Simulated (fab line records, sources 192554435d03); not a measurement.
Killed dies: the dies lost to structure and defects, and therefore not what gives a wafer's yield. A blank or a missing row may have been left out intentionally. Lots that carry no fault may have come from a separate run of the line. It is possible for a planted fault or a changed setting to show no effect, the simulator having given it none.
Which tool is to blame? :: flow n5-finfet :: 14 lots, 38 wafers sampled, at 6 steps of a route of 1938

## WHAT THE GAUGES READ, wafer by wafer
N5_BEOL_M6_CD_MEAS_11: the cd target is 38.5 nm. Usual: cd-nm at 38.6 nm, with a standard deviation of 0.47.
lot: L796
measured: day 10 05:26
on: cd-sem-01
cd-nm (nm): 38.7 38.7 38.5
flag: 

lot: L795
measured: day 10 05:39
on: cd-sem-02
cd-nm (nm): 39.1 38.8 38.8
flag: 

lot: L797
measured: day 10 14:27
on: cd-sem-02
cd-nm (nm): 38.6 38.2 37.8
flag: 

lot: L802
measured: day 10 17:10
on: cd-sem-01
cd-nm (nm): 39.4 38.5
flag: 

lot: L800
measured: day 10 20:37
on: cd-sem-03
cd-nm (nm): 38.8 39.7
flag: 

lot: L798
measured: day 11 19:58
on: cd-sem-02
cd-nm (nm): 38.5 38.4 38.2
flag: 

lot: L803
measured: day 12 00:59
on: cd-sem-01
cd-nm (nm): 38.5 38.3 38.1
flag: 

lot: L804
measured: day 12 01:02
on: cd-sem-02
cd-nm (nm): 38.7 37.5 38.4
flag: 

lot: L807
measured: day 13 04:34
on: cd-sem-03
cd-nm (nm): 38.7 38.2 39.2
flag: 

lot: L813
measured: day 14 06:04
on: cd-sem-02
cd-nm (nm): 39.1 38.1
flag: 

lot: L814
measured: day 14 08:13
on: cd-sem-02
cd-nm (nm): 37.4 37.7
flag: 

lot: L815
measured: day 14 11:24
on: cd-sem-02
cd-nm (nm): 39.6 38.3 38.3
flag: 

lot: L817
measured: day 15 03:47
on: cd-sem-02
cd-nm (nm): 38.1 37.9 38.5
flag: 

lot: L816
measured: day 15 03:49
on: cd-sem-01
cd-nm (nm): 38.7 38.4 38.7
flag: 

N5_BEOL_M6_OVL_MEAS_12. Usual: M6_OVL -0.1 nm, standard deviation 0.83.
lot: L796
measured: day 10 05:28
on: overlay-01
M6_OVL (nm): 0.9 0.8 0.4
flag: 

lot: L795
measured: day 10 05:40
on: overlay-02
M6_OVL (nm): -0.6 0.2 0.1
flag: 

lot: L797
measured: day 10 14:29
on: overlay-01
M6_OVL (nm): 0.4 0.5 0.1
flag: 

lot: L802
measured: day 10 17:11
on: overlay-02
M6_OVL (nm): -0.2 -0.5
flag: 

lot: L800
measured: day 10 20:38
on: overlay-02
M6_OVL (nm): 1.7 1.6
flag: 

lot: L798
measured: day 11 19:59
on: overlay-02
M6_OVL (nm): -1.0 0.4 -0.9
flag: 

lot: L803
measured: day 12 01:01
on: overlay-02
M6_OVL (nm): -0.3 -0.2 -0.4
flag: 

lot: L804
measured: day 12 01:04
on: overlay-01
M6_OVL (nm): -0.5 -0.3 -0.5
flag: 

lot: L807
measured: day 13 04:36
on: overlay-02
M6_OVL (nm): -0.7 -0.3 -0.6
flag: 

lot: L813
measured: day 14 06:06
on: overlay-02
M6_OVL (nm): 0.2 0.4
flag: 

lot: L814
measured: day 14 08:14
on: overlay-01
M6_OVL (nm): 1.4 1.0
flag: 

lot: L815
measured: day 14 11:26
on: overlay-01
M6_OVL (nm): -0.2 -0.6 -0.5
flag: 

lot: L817
measured: day 15 03:49
on: overlay-01
M6_OVL (nm): 1.2 -1.2 1.4
flag: 

lot: L816
measured: day 15 03:51
on: overlay-01
M6_OVL (nm): -1.4 -0.9 -1.0
flag: 

N5_BEOL_M6_CD_MEAS_18: pitch 80 nm, target cd 40 nm. Usual: cd-nm at 40.1 nm, with a standard deviation of 0.6.
lot: L796
measured: day 10 06:08
on: cd-sem-02
cd-nm (nm): 39.9 40.6 39.9
flag: 

lot: L795
measured: day 10 06:35
on: cd-sem-01
cd-nm (nm): 40.7 40.0 40.2
flag: 

lot: L797
measured: day 10 15:08
on: cd-sem-03
cd-nm (nm): 39.9 39.7 38.8
flag: 

lot: L802
measured: day 10 17:43
on: cd-sem-02
cd-nm (nm): 40.6 40.2
flag: 

lot: L800
measured: day 10 21:31
on: cd-sem-02
cd-nm (nm): 39.8 41.1
flag: 

lot: L798
measured: day 11 20:53
on: cd-sem-03
cd-nm (nm): 40.1 39.7 40.3
flag: 

lot: L803
measured: day 12 01:32
on: cd-sem-03
cd-nm (nm): - - -
flag: OFF

lot: L804
measured: day 12 01:35
on: cd-sem-02
cd-nm (nm): - - -
flag: OFF

lot: L807
measured: day 13 05:07
on: cd-sem-01
cd-nm (nm): 40.5 40.7 40.6
flag: 

lot: L813
measured: day 14 07:17
on: cd-sem-02
cd-nm (nm): 40.1 39.8
flag: 

lot: L814
measured: day 14 08:47
on: cd-sem-02
cd-nm (nm): 38.5 38.8
flag: 

lot: L815
measured: day 14 12:05
on: cd-sem-03
cd-nm (nm): 40.6 39.6 39.9
flag: 

lot: L817
measured: day 15 04:20
on: cd-sem-01
cd-nm (nm): 39.2 39.2 39.5
flag: 

lot: L816
measured: day 15 04:23
on: cd-sem-03
cd-nm (nm): 40.3 39.3 39.8
flag: 

## EACH LOT AND THE TOOL THAT RAN IT (in order: tool; ch and the chambers of the sampled wafers; start)
lot: L796
N5_BEOL_M6_CURE_74: uv-cure-01 ch 0, day 10 02:28
N5_BEOL_M6_ETCH_62: rie-diel-06 ch 0,2, day 10 05:41
N5_BEOL_M6_HM_OPEN_17: rie-metal-03 ch 0,1, day 10 05:52

lot: L795
N5_BEOL_M6_CURE_74: uv-cure-03 ch 2, day 10 04:25
N5_BEOL_M6_ETCH_62: rie-diel-06 ch 0,2,3, day 10 06:12
N5_BEOL_M6_HM_OPEN_17: rie-metal-02 ch 0,1, day 10 06:25

lot: L797
N5_BEOL_M6_CURE_74: uv-cure-03 ch 1, day 10 10:15
N5_BEOL_M6_ETCH_62: rie-diel-06 ch 0,1, day 10 14:47
N5_BEOL_M6_HM_OPEN_17: rie-metal-02 ch 0,1, day 10 14:58

lot: L802
N5_BEOL_M6_CURE_74: uv-cure-01 ch 0, day 10 15:09
N5_BEOL_M6_ETCH_62: rie-diel-01 ch 1, day 10 17:20
N5_BEOL_M6_HM_OPEN_17: rie-metal-03 ch 0,1, day 10 17:34

lot: L800
N5_BEOL_M6_CURE_74: uv-cure-01 ch 2, day 10 19:05
N5_BEOL_M6_ETCH_62: rie-diel-01 ch 1,2, day 10 20:58
N5_BEOL_M6_HM_OPEN_17: rie-metal-03 ch 0,1, day 10 21:11

lot: L798
N5_BEOL_M6_CURE_74: uv-cure-01 ch 1, day 11 18:10
N5_BEOL_M6_ETCH_62: rie-diel-03 ch 0,3, day 11 20:11
N5_BEOL_M6_HM_OPEN_17: rie-metal-02 ch 0,1, day 11 20:23

lot: L803
N5_BEOL_M6_CURE_74: uv-cure-01 ch 1, day 11 22:08
N5_BEOL_M6_ETCH_62: rie-diel-03 ch 0,3, day 12 01:10
N5_BEOL_M6_HM_OPEN_17: rie-metal-02 ch 0,1, day 12 01:23

lot: L804
N5_BEOL_M6_CURE_74: uv-cure-03 ch 0, day 11 23:03
N5_BEOL_M6_ETCH_62: rie-diel-01 ch 1,2,3, day 12 01:13
N5_BEOL_M6_HM_OPEN_17: rie-metal-01 ch 0,1, day 12 01:24

lot: L807
N5_BEOL_M6_CURE_74: uv-cure-03 ch 0, day 13 02:01
N5_BEOL_M6_ETCH_62: rie-diel-06 ch 0,2,3, day 13 04:45
N5_BEOL_M6_HM_OPEN_17: rie-metal-01 ch 0,1, day 13 04:58

lot: L813
N5_BEOL_M6_CURE_74: uv-cure-01 ch 0, day 14 04:56
N5_BEOL_M6_ETCH_62: rie-diel-03 ch 0,3, day 14 06:37
N5_BEOL_M6_HM_OPEN_17: rie-metal-02 ch 1, day 14 06:47

lot: L814
N5_BEOL_M6_CURE_74: uv-cure-01 ch 1, day 14 06:30
N5_BEOL_M6_ETCH_62: rie-diel-06 ch 2,3, day 14 08:23
N5_BEOL_M6_HM_OPEN_17: rie-metal-02 ch 0,1, day 14 08:35

lot: L815
N5_BEOL_M6_CURE_74: uv-cure-03 ch 1, day 14 09:22
N5_BEOL_M6_ETCH_62: rie-diel-01 ch 0,2,3, day 14 11:43
N5_BEOL_M6_HM_OPEN_17: rie-metal-01 ch 0,1, day 14 11:55

lot: L817
N5_BEOL_M6_CURE_74: uv-cure-02 ch 0, day 15 00:01
N5_BEOL_M6_ETCH_62: rie-diel-03 ch 0,1,3, day 15 03:58
N5_BEOL_M6_HM_OPEN_17: rie-metal-01 ch 0,1, day 15 04:10

lot: L816
N5_BEOL_M6_CURE_74: uv-cure-02 ch 2, day 15 00:47
N5_BEOL_M6_ETCH_62: rie-diel-06 ch 0,2,3, day 15 04:01
N5_BEOL_M6_HM_OPEN_17: rie-metal-03 ch 0,1, day 15 04:12
- N5_BEOL_M6_CURE_74: cures SiCOH lowk, time 240 s.
- N5_BEOL_M6_ETCH_62: etches SOC in N2/H2, target depth 110 nm, overetch 22 nm, time 165 s.
- N5_BEOL_M6_HM_OPEN_17: chemistry Cl2/BCl3, target TiN, target depth 20 nm, overetch 6 nm.

## AS READ BY THE TOOLS THEMSELVES (means over the sampled wafers that have a number; for cases with no such wafer, the mark the record gives instead)
N5_BEOL_M6_CURE_74. Usual: lamp-power-pct 52.31 %, standard deviation 0.056; wafer_temp_C_max 386.9, standard deviation 0.57.
lot: L796
tool: uv-cure-01
lamp-power-pct (%): 52.32
wafer_temp_C_max: 386.8
flag: 

lot: L795
tool: uv-cure-03
lamp-power-pct (%): 52.33
wafer_temp_C_max: 387.5
flag: 

lot: L797
tool: uv-cure-03
lamp-power-pct (%): 52.28
wafer_temp_C_max: 387.6
flag: 

lot: L802
tool: uv-cure-01
lamp-power-pct (%): 52.30
wafer_temp_C_max: 386.8
flag: 

lot: L800
tool: uv-cure-01
lamp-power-pct (%): 52.19
wafer_temp_C_max: 387.1
flag: 

lot: L798
tool: uv-cure-01
lamp-power-pct (%): 52.23
wafer_temp_C_max: 386.5
flag: 

lot: L803
tool: uv-cure-01
lamp-power-pct (%): 52.29
wafer_temp_C_max: 386.2
flag: 

lot: L804
tool: uv-cure-03
lamp-power-pct (%): 52.28
wafer_temp_C_max: 386.3
flag: 

lot: L807
tool: uv-cure-03
lamp-power-pct (%): 52.27
wafer_temp_C_max: 386.6
flag: 

lot: L813
tool: uv-cure-01
lamp-power-pct (%): 52.36
wafer_temp_C_max: 386.6
flag: 

lot: L814
tool: uv-cure-01
lamp-power-pct (%): 52.26
wafer_temp_C_max: 386.6
flag: 

lot: L815
tool: uv-cure-03
lamp-power-pct (%): 52.33
wafer_temp_C_max: 388.0
flag: 

lot: L817
tool: uv-cure-02
lamp-power-pct (%): 52.33
wafer_temp_C_max: 387.4
flag: 

lot: L816
tool: uv-cure-02
lamp-power-pct (%): 52.32
wafer_temp_C_max: 387.1
flag: 

N5_BEOL_M6_ETCH_62. Usual: bias-w 150.0 W, standard deviation 0.49; chamber-pressure-mTorr 29.999 mTorr, standard deviation 0.025; drypump-motor-current-A 5.7 A, standard deviation 0.46; oes-product-au 0.69 a.u., standard deviation 0.071; rf-fwd-power-W 838.2 W, standard deviation 2.7; rf-vpp-V 522.7 V, standard deviation 2; showerhead-plenum-p-Torr 2.50 Torr, standard deviation 0.07; throttle-valve-pct 17.77 %, standard deviation 0.28.
lot: L796
tool: rie-diel-06
bias-w (W): 150.2
chamber-pressure-mTorr (mTorr): 29.981
drypump-motor-current-A (A): 5.5
oes-product-au (a.u.): 0.68
rf-fwd-power-W (W): 837.8
rf-vpp-V (V): 521.4
showerhead-plenum-p-Torr (Torr): 2.48
throttle-valve-pct (%): 17.67
flag: 

lot: L795
tool: rie-diel-06
bias-w (W): 149.0
chamber-pressure-mTorr (mTorr): 30.016
drypump-motor-current-A (A): 5.6
oes-product-au (a.u.): 0.66
rf-fwd-power-W (W): 835.4
rf-vpp-V (V): 522.3
showerhead-plenum-p-Torr (Torr): 2.51
throttle-valve-pct (%): 17.90
flag: 

lot: L797
tool: rie-diel-06
bias-w (W): 149.7
chamber-pressure-mTorr (mTorr): 30.008
drypump-motor-current-A (A): 5.8
oes-product-au (a.u.): 0.63
rf-fwd-power-W (W): 838.2
rf-vpp-V (V): 522.9
showerhead-plenum-p-Torr (Torr): 2.45
throttle-valve-pct (%): 17.63
flag: 

lot: L802
tool: rie-diel-01
bias-w (W): 149.6
chamber-pressure-mTorr (mTorr): 29.975
drypump-motor-current-A (A): 6.3
oes-product-au (a.u.): 0.78
rf-fwd-power-W (W): 838.5
rf-vpp-V (V): 522.8
showerhead-plenum-p-Torr (Torr): 2.47
throttle-valve-pct (%): 17.45
flag: 

lot: L800
tool: rie-diel-01
bias-w (W): 150.3
chamber-pressure-mTorr (mTorr): 29.959
drypump-motor-current-A (A): 6.0
oes-product-au (a.u.): 0.76
rf-fwd-power-W (W): 841.5
rf-vpp-V (V): 522.6
showerhead-plenum-p-Torr (Torr): 2.46
throttle-valve-pct (%): 17.57
flag: 

lot: L798
tool: rie-diel-03
bias-w (W): 150.1
chamber-pressure-mTorr (mTorr): 30.002
drypump-motor-current-A (A): 5.4
oes-product-au (a.u.): 0.61
rf-fwd-power-W (W): 837.4
rf-vpp-V (V): 521.2
showerhead-plenum-p-Torr (Torr): 2.47
throttle-valve-pct (%): 18.03
flag: 

lot: L803
tool: rie-diel-03
bias-w (W): -
chamber-pressure-mTorr (mTorr): -
drypump-motor-current-A (A): -
oes-product-au (a.u.): -
rf-fwd-power-W (W): -
rf-vpp-V (V): -
showerhead-plenum-p-Torr (Torr): -
throttle-valve-pct (%): -
flag: OFF

lot: L804
tool: rie-diel-01
bias-w (W): -
chamber-pressure-mTorr (mTorr): -
drypump-motor-current-A (A): -
oes-product-au (a.u.): -
rf-fwd-power-W (W): -
rf-vpp-V (V): -
showerhead-plenum-p-Torr (Torr): -
throttle-valve-pct (%): -
flag: OFF

lot: L807
tool: rie-diel-06
bias-w (W): 149.9
chamber-pressure-mTorr (mTorr): 29.999
drypump-motor-current-A (A): 5.6
oes-product-au (a.u.): 0.71
rf-fwd-power-W (W): 842.8
rf-vpp-V (V): 522.6
showerhead-plenum-p-Torr (Torr): 2.49
throttle-valve-pct (%): 17.79
flag: 

lot: L813
tool: rie-diel-03
bias-w (W): 150.4
chamber-pressure-mTorr (mTorr): 30.020
drypump-motor-current-A (A): 5.5
oes-product-au (a.u.): 0.60
rf-fwd-power-W (W): 838.2
rf-vpp-V (V): 522.5
showerhead-plenum-p-Torr (Torr): 2.48
throttle-valve-pct (%): 18.06
flag: 

lot: L814
tool: rie-diel-06
bias-w (W): 149.7
chamber-pressure-mTorr (mTorr): 29.962
drypump-motor-current-A (A): 5.5
oes-product-au (a.u.): 0.73
rf-fwd-power-W (W): 840.1
rf-vpp-V (V): 523.0
showerhead-plenum-p-Torr (Torr): 2.53
throttle-valve-pct (%): 17.95
flag: 

lot: L815
tool: rie-diel-01
bias-w (W): 150.0
chamber-pressure-mTorr (mTorr): 30.012
drypump-motor-current-A (A): 5.6
oes-product-au (a.u.): 0.70
rf-fwd-power-W (W): 836.6
rf-vpp-V (V): 521.7
showerhead-plenum-p-Torr (Torr): 2.46
throttle-valve-pct (%): 17.72
flag: 

lot: L817
tool: rie-diel-03
bias-w (W): 149.8
chamber-pressure-mTorr (mTorr): 30.000
drypump-motor-current-A (A): 5.6
oes-product-au (a.u.): 0.64
rf-fwd-power-W (W): 837.3
rf-vpp-V (V): 523.3
showerhead-plenum-p-Torr (Torr): 2.51
throttle-valve-pct (%): 17.85
flag: 

lot: L816
tool: rie-diel-06
bias-w (W): 150.0
chamber-pressure-mTorr (mTorr): 30.010
drypump-motor-current-A (A): 5.5
oes-product-au (a.u.): 0.69
rf-fwd-power-W (W): 838.4
rf-vpp-V (V): 522.6
showerhead-plenum-p-Torr (Torr): 2.48
throttle-valve-pct (%): 17.82
flag: 

N5_BEOL_M6_HM_OPEN_17. Usual: bias-w 126.0 W, standard deviation 0.37; drypump-motor-current-A 5.8 A, standard deviation 0.46; oes-product-au 0.70 a.u., standard deviation 0.065; rf-fwd-power-W 992 W, standard deviation 3.7; throttle-valve-pct 22.20 %, standard deviation 0.23.
lot: L796
tool: rie-metal-03
bias-w (W): 126.0
drypump-motor-current-A (A): 5.8
oes-product-au (a.u.): 0.78
rf-fwd-power-W (W): 993
throttle-valve-pct (%): 21.92
flag: 

lot: L795
tool: rie-metal-02
bias-w (W): 126.7
drypump-motor-current-A (A): 6.0
oes-product-au (a.u.): 0.77
rf-fwd-power-W (W): 992
throttle-valve-pct (%): 22.19
flag: 

lot: L797
tool: rie-metal-02
bias-w (W): 126.0
drypump-motor-current-A (A): 5.5
oes-product-au (a.u.): 0.73
rf-fwd-power-W (W): 993
throttle-valve-pct (%): 22.27
flag: 

lot: L802
tool: rie-metal-03
bias-w (W): 125.8
drypump-motor-current-A (A): 5.8
oes-product-au (a.u.): 0.78
rf-fwd-power-W (W): 994
throttle-valve-pct (%): 21.95
flag: 

lot: L800
tool: rie-metal-03
bias-w (W): 125.9
drypump-motor-current-A (A): 5.7
oes-product-au (a.u.): 0.77
rf-fwd-power-W (W): 988
throttle-valve-pct (%): 21.95
flag: 

lot: L798
tool: rie-metal-02
bias-w (W): 125.5
drypump-motor-current-A (A): 6.0
oes-product-au (a.u.): 0.73
rf-fwd-power-W (W): 990
throttle-valve-pct (%): 22.24
flag: 

lot: L803
tool: rie-metal-02
bias-w (W): 126.1
drypump-motor-current-A (A): 5.5
oes-product-au (a.u.): 0.31
rf-fwd-power-W (W): 996
throttle-valve-pct (%): 22.92
flag: OFF

lot: L804
tool: rie-metal-01
bias-w (W): 126.0
drypump-motor-current-A (A): 6.1
oes-product-au (a.u.): 0.27
rf-fwd-power-W (W): 990
throttle-valve-pct (%): 23.08
flag: OFF

lot: L807
tool: rie-metal-01
bias-w (W): 126.1
drypump-motor-current-A (A): 5.9
oes-product-au (a.u.): 0.62
rf-fwd-power-W (W): 991
throttle-valve-pct (%): 22.25
flag: 

lot: L813
tool: rie-metal-02
bias-w (W): 126.3
drypump-motor-current-A (A): 6.4
oes-product-au (a.u.): 0.75
rf-fwd-power-W (W): 986
throttle-valve-pct (%): 22.16
flag: 

lot: L814
tool: rie-metal-02
bias-w (W): 125.9
drypump-motor-current-A (A): 5.8
oes-product-au (a.u.): 0.72
rf-fwd-power-W (W): 988
throttle-valve-pct (%): 22.24
flag: 

lot: L815
tool: rie-metal-01
bias-w (W): 125.6
drypump-motor-current-A (A): 6.0
oes-product-au (a.u.): 0.59
rf-fwd-power-W (W): 990
throttle-valve-pct (%): 22.46
flag: 

lot: L817
tool: rie-metal-01
bias-w (W): 126.0
drypump-motor-current-A (A): 5.9
oes-product-au (a.u.): 0.61
rf-fwd-power-W (W): 987
throttle-valve-pct (%): 22.26
flag: 

lot: L816
tool: rie-metal-03
bias-w (W): 125.5
drypump-motor-current-A (A): 5.8
oes-product-au (a.u.): 0.72
rf-fwd-power-W (W): 995
throttle-valve-pct (%): 21.96
flag: 

## THE ANSWER, worked out from the rows above alone
Rule: a lot is off if the mean of its wafers that have a number lies more than 3 standard deviations from the usual mean. Also off: a lot with no number at a reading for which 4 or more lots have one. Where the step has rows for the other lots, those lots are counted as sound. Order of review: gauges by route order, followed by the tools' own readings, for which a lot's mean as printed above is used. The first step at which some lot is off is used, and at that step the reading that is off furthest; a lot without a number counts as furthest.
Off: L803, L804 (N5_BEOL_M6_CD_MEAS_18, cd-nm). Without a number there: L803, L804.
A tool fits if, at a process step before that reading, it ran every lot that is off, and no sound lot after the first of them. The gauges at N5_BEOL_M6_CD_MEAS_18 aren't tried: what is off there is off at N5_BEOL_M6_ETCH_62 too, on other tools, and a gauge's error can't cause that. Of those tried, none fits.

## WHAT THE SIMULATOR HAD PUT IN
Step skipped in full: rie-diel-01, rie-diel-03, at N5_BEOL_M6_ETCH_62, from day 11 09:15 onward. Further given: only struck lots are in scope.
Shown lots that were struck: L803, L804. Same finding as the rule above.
